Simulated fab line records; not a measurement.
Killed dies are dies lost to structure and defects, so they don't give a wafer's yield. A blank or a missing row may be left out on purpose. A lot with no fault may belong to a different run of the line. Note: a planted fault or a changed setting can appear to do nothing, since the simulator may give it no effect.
fab line records -- flow nand-harc
[record] lots = 12, wafers = 36, last-day = 33
route steps=1302 shown P_ZERO_WELL@17 P_GATE@124 END@1302
lots that met no fault: from a run of the same line without faults
start-h: the number of hours between the record's first day and the start of the first shown wafer of the lot -- wait-h: how many hours have passed since the lot's step before this one -- " identical to the entry in the row above -- L1.1+2: one row covering several wafers at once -- - no value, or no start given -- * or withheld: withheld -- < > ~ a bound
route shown NAME@n: a module of which the file shows steps, and the number in the route of the first -- usual: the fault-free wafers' mean and standard deviation -- same: alike in all rows -- chamber/n: place in a boat -- sites: the reading at each site -- _std_site: the values' standard deviation -- _edge_site: mean of outer sites minus mean of inner sites -- radius-mm: how far each site lies from the wafer's centre -- mask NAME#n: copy n -- behind: the tool/chamber that last shaped the wafer -- hold: why the lot went on hold/how many hours it stayed there/how the hold came to an end -- device: the n, p or np transistor that did not switch -- end of line: the same wafers' tests at the end of the route -- a step with no rows: only its recipe -- killed: at the first sort, the dies lost to defects and structure; wafer yield is something else -- map: the dies of a wafer, with x for killed, . for not killed, _ for no die there
set.NAME: the setting as run; set.NAME@STEP: as run at that earlier step -- model.NAME: the simulator's own value behind a step, which no gauge read
one table for each step of the route and one row for each wafer, over a sample of lots
services: from which hour (start-h, from the record's first day; less than 0 if before it) a tool's chamber was out of use, for how many hours, and why
[[steps]]
[step NHARC_P_ZERO_WELL_ETCH_65]
[recipe] target-depth-a = 800, overetch-a = 240, time-s = 87.88, ion-energy-ev = 200, n2-flow-sccm = 150, h2-flow-sccm = 150, ar-flow-sccm = 0, rf-w = 400, bias-w = 150, chemistry = N2/H2
[usual] drypump-motor-current-A = 5.9/0.33, mfc-ar-sccm = 0.009/0.012, oes-product-au = 1.002/0.013, rf-vpp-V = 430.4/2.5, showerhead-plenum-p-Torr = 2.04/0.086, throttle-valve-pct = 14.169/0.0093
lot.wafer,tool,chamber,start-h,wait-h,drypump-motor-current-A,mfc-ar-sccm,oes-product-au,rf-hours-counter-h,rf-vpp-V,showerhead-plenum-p-Torr,throttle-valve-pct
L906.2,rie-diel-12,2,21.49,0.1,5.4,0.034,1.000,27,429.1,2.02,14.149
L906.1,rie-diel-12,3,21.49,0.1,5.7,0.019,0.982,30,432.9,2.11,14.181
L906.6,rie-diel-12,1,21.49,0.1,5.7,0,0.998,-,428.5,1.97,14.173
L907.1,rie-diel-13,1,31.48,0.1,6.4,0,0.971,13,428.6,1.91,14.162
L907.2,rie-diel-13,2,31.48,0.1,6.5,0,0.995,13,432.3,2.07,14.159
L907.6,rie-diel-13,1,31.48,0.1,6.4,0,0.986,-,425.6,1.91,14.159
L908.3,rie-diel-03,0,41.48,0.1,6.2,0,1.001,36,430.2,2.03,14.176
L908.4,rie-diel-03,3,41.48,0.1,5.9,0,0.998,37,435.6,2.20,14.169
L908.5,rie-diel-03,0,41.48,0.1,6.2,0,1.002,-,431.3,2.03,14.182
L909.2,rie-diel-12,1,51.36,0.1,5.7,0,0.990,41,428.7,1.97,14.181
L909.4,rie-diel-12,2,51.36,0.1,5.4,0.034,0.988,40,429.8,2.02,14.182
L909.1,rie-diel-12,3,51.36,0.1,5.7,0.019,0.977,43,431.7,2.11,14.179
L910.2,rie-diel-12,0,61.56,0.1,6.1,0.006,1.020,46,431.6,2.13,14.175
L910.5,rie-diel-12,3,61.56,0.1,5.7,0.019,0.971,-,433.5,2.11,14.166
L910.6,rie-diel-12,0,61.56,0.1,6.0,0.006,1.010,-,431.8,2.13,14.171
L912.4,rie-diel-12,2,81.65,0.1,5.4,0.034,0.999,49,429.2,2.01,14.160
L912.2,rie-diel-12,1,81.65,0.1,5.7,0,1.003,49,429.2,1.97,14.166
L912.6,rie-diel-12,2,81.65,0.1,5.4,0.034,0.998,-,429.7,2.01,14.170
L914.1,rie-diel-13,1,101.80,0.1,6.4,0,0.989,33,426.5,1.90,14.174
L914.4,rie-diel-13,3,101.80,0.1,5.6,0,1.035,31,428.8,1.93,14.158
L914.5,rie-diel-13,1,101.80,0.1,6.4,0,0.981,-,426.3,1.90,14.164
L922.3,rie-diel-12,1,181.62,0.1,5.7,0,1.003,26,430.2,1.96,14.172
L922.1,rie-diel-12,3,181.62,0.1,5.7,0.019,1.002,29,431.8,2.09,14.181
L922.5,rie-diel-12,2,181.62,0.1,5.4,0.034,1.005,-,429.9,2.00,14.166
L923.4,rie-diel-13,3,191.48,0.1,5.5,0,1.017,5,426.8,1.92,14.161
L923.5,rie-diel-13,3,191.48,0.1,5.6,0,1.014,-,428.9,1.92,14.181
L923.6,rie-diel-13,0,191.48,0.1,6.3,0.018,1.014,-,432.1,2.12,14.166
L925.2,rie-diel-03,2,211.50,0.1,6.0,0,1.018,34,427.3,1.96,14.172
L925.5,rie-diel-03,2,211.50,0.1,6.0,0,1.015,-,429.3,1.96,14.167
L925.6,rie-diel-03,3,211.50,0.1,5.9,0,1.023,-,433.9,2.18,14.159
L926.2,rie-diel-12,3,221.48,0.1,5.7,0.019,1.004,40,431.8,2.09,14.150
L926.3,rie-diel-12,2,221.48,0.1,5.4,0.034,1.001,40,429.0,2.00,14.164
L926.5,rie-diel-12,0,221.48,0.1,6.1,0.006,1.007,-,433.1,2.12,14.164
L929.3,rie-diel-12,0,251.41,0.1,6.1,0.006,1.015,45,434.4,2.11,14.159
L929.2,rie-diel-12,1,251.41,0.1,5.7,0,1.011,47,427.9,1.95,14.186
L929.4,rie-diel-12,2,251.41,0.1,5.4,0.034,1.014,52,430.9,1.99,14.162
[step NHARC_P_ZERO_WELL_EXPOSE_21]
[recipe] na = 0.6, target-cd-nm = 720, dose-mj = 22.31, mask-id = P_NWELL
lot.wafer,tool,chamber,start-h,wait-h,mask
L906.1+2+6,krf-scanner-03,0,22.42,-,P_NWELL#0
L907.1+2+6,krf-scanner-02,0,32.53,-,P_NWELL#0
L908.3+4+5,krf-scanner-02,0,42.32,-,P_NWELL#0
L909.1+2+4,krf-scanner-04,0,52.30,-,P_NWELL#0
L910.2+5+6,krf-scanner-04,0,62.46,-,P_NWELL#0
L912.2+4+6,krf-scanner-04,0,82.65,-,P_NWELL#0
L914.1+4+5,krf-scanner-03,0,102.95,-,P_HVPW#0
L922.1+3+5,krf-scanner-03,0,182.56,-,P_NWELL#0
L923.4+5+6,krf-scanner-04,0,192.44,-,P_NWELL#0
L925.2+5+6,krf-scanner-04,0,212.32,-,P_NWELL#0
L926.2+3+5,krf-scanner-03,0,222.42,-,P_NWELL#0
L929.2+3+4,krf-scanner-04,0,252.23,-,P_NWELL#0
[step NHARC_P_ZERO_WELL_CD_MEAS_24]
[recipe] target-cd-nm = 720, landing-energy-ev = 500
[usual] cd-nm = 721.4/2.2
[same] landing-energy-ev = 500
lot.wafer,tool,chamber,start-h,wait-h,cd-nm
L906.1,cd-sem-02,0,22.58,-,721.7
L906.2,cd-sem-02,0,22.58,-,719.9
L906.6,cd-sem-02,0,22.58,-,723.5
L907.1,cd-sem-03,0,32.69,-,720.0
L907.2,cd-sem-03,0,32.69,-,720.4
L907.6,cd-sem-03,0,32.69,-,719.1
L908.3,cd-sem-02,0,42.47,-,721.9
L908.4,cd-sem-02,0,42.47,-,723.1
L908.5,cd-sem-02,0,42.47,-,720.9
L909.1,cd-sem-02,0,52.45,-,720.6
L909.2,cd-sem-02,0,52.45,-,720.2
L909.4,cd-sem-02,0,52.45,-,716.4
L910.2,cd-sem-02,0,62.61,-,721.7
L910.5,cd-sem-02,0,62.61,-,723.3
L910.6,cd-sem-02,0,62.61,-,725.4
L912.2,cd-sem-01,0,82.81,-,718.0
L912.4,cd-sem-01,0,82.81,-,719.5
L912.6,cd-sem-01,0,82.81,-,718.5
L914.1,cd-sem-02,0,103.11,-,-
L914.4,cd-sem-02,0,103.11,-,-
L914.5,cd-sem-02,0,103.11,-,-
L922.1,cd-sem-01,0,182.72,-,723.3
L922.3,cd-sem-01,0,182.72,-,720.1
L922.5,cd-sem-01,0,182.72,-,720.9
L923.4,cd-sem-02,0,192.58,-,720.7
L923.5,cd-sem-02,0,192.58,-,719.5
L923.6,cd-sem-02,0,192.58,-,720.8
L925.2,cd-sem-02,0,212.47,-,720.5
L925.5,cd-sem-02,0,212.47,-,721.2
L925.6,cd-sem-02,0,212.47,-,720.1
L926.2,cd-sem-02,0,222.58,-,722.1
L926.3,cd-sem-02,0,222.58,-,723.9
L926.5,cd-sem-02,0,222.58,-,723.1
L929.2,cd-sem-01,0,252.38,-,719.9
L929.3,cd-sem-01,0,252.38,-,719.0
L929.4,cd-sem-01,0,252.38,-,724.9
[step NHARC_P_GATE_DESCUM_13]
[recipe] time-s = 3, o2-flow-sccm = 200, ar-flow-sccm = 0, bias-power-w = 0, chemistry = O2
[usual] drypump-motor-current-A = 5.8/0.49, mfc-ar-sccm = 0.003/0.006, oes-product-au = 1.000/0.014, rf-vpp-V = 57.8/0.97, showerhead-plenum-p-Torr = 1.94/0.098, throttle-valve-pct = 11.312/0.0086
lot.wafer,tool,chamber,start-h,wait-h,drypump-motor-current-A,mfc-ar-sccm,oes-product-au,rf-hours-counter-h,rf-vpp-V,showerhead-plenum-p-Torr,throttle-valve-pct
L906.1,rie-diel-09,0,82.72,-,5.8,0,1.013,4,57.2,2.02,11.295
L906.2,rie-diel-09,2,82.72,-,6.7,0,0.983,3,57.2,1.87,11.313
L906.6,rie-diel-09,0,82.72,-,5.9,0,1.004,-,58.5,2.02,11.322
L908.3,rie-diel-10,2,97.93,-,4.8,0,0.992,2,58.3,1.82,11.317
L908.4,rie-diel-10,0,97.93,-,5.6,0,1.006,1,60.2,2.02,11.310
L908.5,rie-diel-10,1,97.93,-,5.7,0,0.988,-,59.0,1.78,11.321
L907.2,rie-diel-08,3,97.96,-,6.3,0,0.981,4,58.1,2.01,11.313
L907.1,rie-diel-08,1,97.96,-,5.9,0.010,1.017,6,56.2,1.82,11.319
L907.6,rie-diel-08,1,97.96,-,5.9,0.010,1.012,-,56.2,1.82,11.302
L909.1,rie-diel-10,3,112.17,-,5.8,0,1.004,3,58.2,1.91,11.309
L909.4,rie-diel-10,0,112.17,-,5.6,0,1.000,2,58.0,2.02,11.325
L909.2,rie-diel-10,2,112.17,-,4.9,0,1.003,3,57.2,1.82,11.310
L910.2,rie-diel-10,3,119.77,-,5.8,0,1.012,3,57.1,1.91,11.317
L910.5,rie-diel-10,0,119.77,-,5.5,0,1.000,-,60.2,2.02,11.318
L910.6,rie-diel-10,1,119.77,-,5.7,0,0.992,-,58.4,1.78,11.295
L912.4,rie-diel-10,3,142.42,-,5.8,0,1.015,4,57.6,1.91,11.321
L912.2,rie-diel-10,2,142.42,-,4.8,0,1.004,4,56.5,1.82,11.315
L912.6,rie-diel-10,0,142.42,-,5.6,0,1.010,-,59.1,2.02,11.311
L922.3,rie-diel-08,0,244.37,-,5.5,0.020,1.005,2,58.6,2.06,11.319
L922.1,rie-diel-08,2,244.37,-,6.5,0,0.995,2,58.1,1.98,11.309
L922.5,rie-diel-08,0,244.37,-,5.6,0.020,0.994,-,59.0,2.06,11.305
L923.4,rie-diel-08,1,252.70,-,5.9,0.010,1.001,2,56.8,1.81,11.306
L923.6,rie-diel-08,3,252.70,-,6.3,0,0.999,-,57.7,2.01,11.326
L923.5,rie-diel-08,0,252.70,-,5.5,0.020,0.992,-,60.3,2.06,11.294
L925.2,rie-diel-10,0,269.47,-,5.6,0,1.000,0,57.1,2.02,11.329
L925.5,rie-diel-10,0,269.47,-,5.6,0,1.008,-,58.0,2.02,11.310
L925.6,rie-diel-10,1,269.47,-,5.7,0,1.011,-,57.9,1.78,11.323
L926.2,rie-diel-09,2,279.65,-,6.7,0,0.992,7,57.9,1.86,11.306
L926.3,rie-diel-09,1,279.65,-,5.2,0.013,0.989,7,58.6,2.06,11.313
L926.5,rie-diel-09,2,279.65,-,6.7,0,0.991,-,57.6,1.86,11.305
L929.2,rie-diel-08,3,310.45,-,6.3,0,0.996,6,57.8,2.01,11.316
L929.3,rie-diel-08,0,310.45,-,5.6,0.020,0.999,7,58.8,2.06,11.321
L929.4,rie-diel-08,1,310.45,-,5.9,0.010,0.993,6,56.9,1.81,11.317
[step NHARC_P_GATE_HM_DEP_102]
[recipe] target-thk-a = 1200, temp-c = 400, material = aC
[usual] throttle-valve-pct = 34.999/0.0094
lot.wafer,tool,chamber,start-h,wait-h,throttle-valve-pct
L906.1,acl-dep-03,0,95.47,0.4,34.995
L906.2,acl-dep-03,0,95.47,0.4,35.003
L906.6,acl-dep-03,0,95.47,0.4,35.006
L907.1,acl-dep-01,0,110.49,0.4,34.986
L907.2,acl-dep-01,0,110.49,0.4,34.999
L907.6,acl-dep-01,0,110.49,0.4,35.007
L908.3,acl-dep-03,0,110.71,0.6,34.994
L908.4,acl-dep-03,0,110.71,0.6,34.979
L908.5,acl-dep-03,0,110.71,0.6,35.001
L909.1,acl-dep-02,0,127.53,0.4,35.009
L909.2,acl-dep-02,0,127.53,0.4,35.007
L909.4,acl-dep-02,0,127.53,0.4,34.996
L910.2,acl-dep-01,0,132.25,0.5,35.010
L910.5,acl-dep-01,0,132.25,0.5,34.990
L910.6,acl-dep-01,0,132.25,0.5,35.010
L912.2,acl-dep-01,0,154.88,0.5,35.000
L912.4,acl-dep-01,0,154.88,0.5,34.976
L912.6,acl-dep-01,0,154.88,0.5,35.010
L922.1,acl-dep-02,0,260.20,3.7,35.005
L922.3,acl-dep-02,0,260.20,3.7,34.997
L922.5,acl-dep-02,0,260.20,3.7,35.001
L923.4,acl-dep-01,0,268.40,3.4,34.995
L923.5,acl-dep-01,0,268.40,3.4,35.004
L923.6,acl-dep-01,0,268.40,3.4,35.014
L925.2,acl-dep-02,0,282.28,0.5,34.997
L925.5,acl-dep-02,0,282.28,0.5,34.993
L925.6,acl-dep-02,0,282.28,0.5,35.013
L926.2,acl-dep-03,0,295.48,2.4,35.004
L926.3,acl-dep-03,0,295.48,2.4,35.011
L926.5,acl-dep-03,0,295.48,2.4,35.000
L929.2,acl-dep-03,0,323.01,0.5,35.000
L929.3,acl-dep-03,0,323.01,0.5,35.007
L929.4,acl-dep-03,0,323.01,0.5,35.006
[step NHARC_END_SORT_01]
[recipe] temp-c = 25
[usual] killed-at-array = 63/27, killed-at-other = 0.7/1.2, killed-at-periphery = 3.1/2, killed-dies = 67/28, killed-open = 3.0/1.9, killed-short = 2.2/1.5
[same] gross-dies = 677
lot.wafer,tool,chamber,start-h,wait-h,killed-at-array,killed-at-other,killed-at-periphery,killed-dies,killed-open,killed-short
L914.1,prober-02,0,644.34,2.5,138,1,538,677,2,5
L914.4,prober-02,0,646.70,3.4,111,1,565,677,1,1
L914.5,prober-02,0,647.49,3.7,113,0,564,677,0,3
// killed by level:class
L914.1 P_ZERO_WELL:area-expose=533 A_CHANNEL_HOLE_D2:chamber-film-flake=42 A_SLIT:chamber-film-flake=40 A_CHANNEL_HOLE_D1:chamber-film-flake=35 A_STAIRCASE:chamber-film-flake=8 A_WL_FILL:chamber-film-flake=7 A_M0:geometric-particle:open=2 P_GATE:geometric-particle:short=1
L914.4 P_ZERO_WELL:area-expose=564 A_SLIT:chamber-film-flake=36 A_CHANNEL_HOLE_D2:chamber-film-flake=32 A_CHANNEL_HOLE_D1:chamber-film-flake=22 A_STAIRCASE:chamber-film-flake=8 A_CONTACT:chamber-film-flake=8 A_CHANNEL_FILL_D1:geometric-particle:short=1 A_CHANNEL_FILL_D1:geometric-particle:open=1
L914.5 P_ZERO_WELL:area-expose=562 A_CHANNEL_HOLE_D1:chamber-film-flake=33 A_CHANNEL_HOLE_D2:chamber-film-flake=31 A_SLIT:chamber-film-flake=27 A_STAIRCASE:chamber-film-flake=8 A_CONTACT:chamber-film-flake=7 A_CHANNEL_FILL_D1:geometric-particle:short=1 A_ONON_D2:geometric-particle:short=1
[[services]]
tool,chamber,start-h,hours,kind
krf-scanner-04,-,-1.71,0.9,repair
acl-dep-01,-,4.00,13.0,pm
krf-scanner-04,-,10.00,4.0,pm
rie-diel-08,-,13.82,9.0,pm
rie-diel-08,2,27.85,4.7,repair
rie-diel-10,2,40.10,18.4,repair
krf-scanner-03,-,52.00,4.0,pm
rie-diel-10,-,65.50,9.0,pm
rie-diel-08,3,70.03,8.3,repair
rie-diel-08,0,75.70,11.4,repair
rie-diel-12,-,92.75,9.0,pm
rie-diel-08,0,95.94,3.1,repair
krf-scanner-04,-,97.52,0.1,repair
rie-diel-08,3,101.68,4.7,repair
rie-diel-10,2,119.71,7.3,repair
krf-scanner-04,-,154.92,0.2,repair
krf-scanner-04,-,179.96,0.7,repair
krf-scanner-04,-,182.00,4.0,pm
krf-scanner-04,-,230.71,1.2,repair
rie-diel-10,-,242.50,9.0,pm
rie-diel-12,0,258.42,11.3,repair
krf-scanner-04,-,266.90,5.8,repair
rie-diel-12,-,269.75,9.0,pm
rie-diel-10,1,310.12,2.7,repair
[[key]]
[first-sign] step = NHARC_P_ZERO_WELL_EXPOSE_21, reading = mask, direction = changed
[effect] step = NHARC_P_ZERO_WELL_CD_MEAS_24, reading = cd-nm, direction = missing
[effect] step = NHARC_END_SORT_01, reading = killed-at-periphery, direction = up, sigmas = 99+, usual = 3.1, struck = 555.7
[more-kills-born-at] NHARC_P_ZERO_WELL_EXPOSE_21@krf-scanner-03 = 1659
met-at NHARC_P_ZERO_WELL_EXPOSE_21
struck-lots L914
later-rows-left-out L914.1,L914.4,L914.5
tester-left-out L914
not-acting-at NHARC_P_ZERO_WELL_ETCH_65,NHARC_P_GATE_DESCUM_13,NHARC_P_GATE_HM_DEP_102
onset-between 22.42 102.95
[fault] kind = wrong-mask, tool = any, chamber = -, onset-h = 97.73, steps = NHARC_P_ZERO_WELL_EXPOSE_21, aux-copy = P_HVPW#0, scope = struck-lots-only
// tester-left-out: of these lots the tester's yield and bins aren't shown, on N5 and GAA mostly nor the transistor test; their killed dies are dies lost to structure and defects alone, not to doping, threshold or leakage, so they don't give the yield
// later-rows-left-out: the simulator's readings of these wafers behind a module that went badly wrong aren't trusted and aren't shown, but for the sort
